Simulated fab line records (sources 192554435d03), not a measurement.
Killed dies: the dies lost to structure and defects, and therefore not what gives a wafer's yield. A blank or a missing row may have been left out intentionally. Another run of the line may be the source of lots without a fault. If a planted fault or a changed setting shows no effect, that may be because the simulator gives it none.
Chamber matching :: flow n5Finfet :: 4 sister chambers for N5_FIN_CUT_STRIP_22 on rieDiel-02
The step strips in N2/H2. 20 wafers are shown with their chamber, then 10 later ones without.

== EACH WAFER AND ITS CHAMBER ==
wafer: L074.2
chamber: 0
showerheadPlenumPTorr (Torr): 3.18
throttleValvePct (%): 19.1
drypumpMotorCurrentA (A): 5.1

wafer: L074.3
chamber: 2
showerheadPlenumPTorr (Torr): 3.42
throttleValvePct (%): 19.1
drypumpMotorCurrentA (A): 6.7

wafer: L074.6
chamber: 2
showerheadPlenumPTorr (Torr): 3.43
throttleValvePct (%): 19.0
drypumpMotorCurrentA (A): 6.7

wafer: L075.2
chamber: 0
showerheadPlenumPTorr (Torr): 3.18
throttleValvePct (%): 19.1
drypumpMotorCurrentA (A): 5.0

wafer: L075.5
chamber: 1
showerheadPlenumPTorr (Torr): 3.33
throttleValvePct (%): 19.8
drypumpMotorCurrentA (A): 6.1

wafer: L075.6
chamber: 0
showerheadPlenumPTorr (Torr): 3.18
throttleValvePct (%): 19.1
drypumpMotorCurrentA (A): 5.1

wafer: L079.1
chamber: 2
showerheadPlenumPTorr (Torr): 3.42
throttleValvePct (%): 19.1
drypumpMotorCurrentA (A): 6.8

wafer: L079.2
chamber: 0
showerheadPlenumPTorr (Torr): 3.18
throttleValvePct (%): 19.1
drypumpMotorCurrentA (A): 5.0

wafer: L079.4
chamber: 3
showerheadPlenumPTorr (Torr): 3.38
throttleValvePct (%): 18.7
drypumpMotorCurrentA (A): 6.5

wafer: L081.1
chamber: 3
showerheadPlenumPTorr (Torr): 3.38
throttleValvePct (%): 18.7
drypumpMotorCurrentA (A): 6.5

wafer: L081.3
chamber: 1
showerheadPlenumPTorr (Torr): 3.32
throttleValvePct (%): 19.9
drypumpMotorCurrentA (A): 6.2

wafer: L081.5
chamber: 2
showerheadPlenumPTorr (Torr): 3.42
throttleValvePct (%): 19.1
drypumpMotorCurrentA (A): 6.8

wafer: L082.2
chamber: 1
showerheadPlenumPTorr (Torr): 3.32
throttleValvePct (%): 19.9
drypumpMotorCurrentA (A): 6.2

wafer: L082.4
chamber: 3
showerheadPlenumPTorr (Torr): 3.38
throttleValvePct (%): 18.7
drypumpMotorCurrentA (A): 6.5

wafer: L082.6
chamber: 1
showerheadPlenumPTorr (Torr): 3.32
throttleValvePct (%): 19.9
drypumpMotorCurrentA (A): 6.2

wafer: L083.1
chamber: 0
showerheadPlenumPTorr (Torr): 3.17
throttleValvePct (%): 19.1
drypumpMotorCurrentA (A): 5.0

wafer: L083.5
chamber: 2
showerheadPlenumPTorr (Torr): 3.41
throttleValvePct (%): 19.1
drypumpMotorCurrentA (A): 6.7

wafer: L083.6
chamber: 3
showerheadPlenumPTorr (Torr): 3.38
throttleValvePct (%): 18.7
drypumpMotorCurrentA (A): 6.5

wafer: L089.1
chamber: 0
showerheadPlenumPTorr (Torr): 3.17
throttleValvePct (%): 19.1
drypumpMotorCurrentA (A): 5.0

wafer: L089.2
chamber: 2
showerheadPlenumPTorr (Torr): 3.41
throttleValvePct (%): 19.1
drypumpMotorCurrentA (A): 6.8

SIGNATURES (means of the wafers above)
reading: showerheadPlenumPTorr
chamber 0: 3.1767
chamber 1: 3.3225
chamber 2: 3.4183
chamber 3: 3.3800
scatter within a chamber: 0.00554

reading: throttleValvePct
chamber 0: 19.100
chamber 1: 19.875
chamber 2: 19.083
chamber 3: 18.700
scatter within a chamber: 0.0315

reading: drypumpMotorCurrentA
chamber 0: 5.033
chamber 1: 6.175
chamber 2: 6.750
chamber 3: 6.500
scatter within a chamber: 0.0473
Rule: for a wafer and a chamber, the distance is found by dividing, reading by reading, the gap between the wafer's reading and the chamber's mean by the reading's scatter, squaring, summing and taking the root. The wafer belongs to the nearest chamber; if the next one is less than 2 further off, it can't be placed. The scatter: take each reading less its chamber's mean, square it, sum over the shown wafers, divide by the number of wafers less the number of chambers, and take the root.

== WAFERS MISSING THEIR CHAMBER ==
wafer: L089.4
showerheadPlenumPTorr (Torr): 3.31
throttleValvePct (%): 19.9
drypumpMotorCurrentA (A): 6.2

wafer: L090.3
showerheadPlenumPTorr (Torr): 3.31
throttleValvePct (%): 19.9
drypumpMotorCurrentA (A): 6.2

wafer: L090.4
showerheadPlenumPTorr (Torr): 3.17
throttleValvePct (%): 19.1
drypumpMotorCurrentA (A): 5.1

wafer: L090.6
showerheadPlenumPTorr (Torr): 3.31
throttleValvePct (%): 19.9
drypumpMotorCurrentA (A): 6.2

wafer: L094.1
showerheadPlenumPTorr (Torr): 3.37
throttleValvePct (%): 18.8
drypumpMotorCurrentA (A): 6.5

wafer: L094.4
showerheadPlenumPTorr (Torr): 3.40
throttleValvePct (%): 19.1
drypumpMotorCurrentA (A): 6.7

wafer: L094.6
showerheadPlenumPTorr (Torr): 3.16
throttleValvePct (%): 19.1
drypumpMotorCurrentA (A): 5.1

wafer: L097.1
showerheadPlenumPTorr (Torr): 3.16
throttleValvePct (%): 19.1
drypumpMotorCurrentA (A): 5.1

wafer: L097.2
showerheadPlenumPTorr (Torr): 3.40
throttleValvePct (%): 19.1
drypumpMotorCurrentA (A): 6.7

wafer: L097.6
showerheadPlenumPTorr (Torr): 3.36
throttleValvePct (%): 18.8
drypumpMotorCurrentA (A): 6.5

== WHICH CHAMBER EACH ONE RAN IN ==
wafer: L089.4
from the rows above: 1
in truth: 1

wafer: L090.3
from the rows above: 1
in truth: 1

wafer: L090.4
from the rows above: 0
in truth: 0

wafer: L090.6
from the rows above: 1
in truth: 1

wafer: L094.1
from the rows above: 3
in truth: 3

wafer: L094.4
from the rows above: 2
in truth: 2

wafer: L094.6
from the rows above: 0
in truth: 0

wafer: L097.1
from the rows above: 0
in truth: 0

wafer: L097.2
from the rows above: 2
in truth: 2

wafer: L097.6
from the rows above: 3
in truth: 3
10 of 10 placed correctly. From these rows, 0 cannot be placed. Wrongly placed: 0.
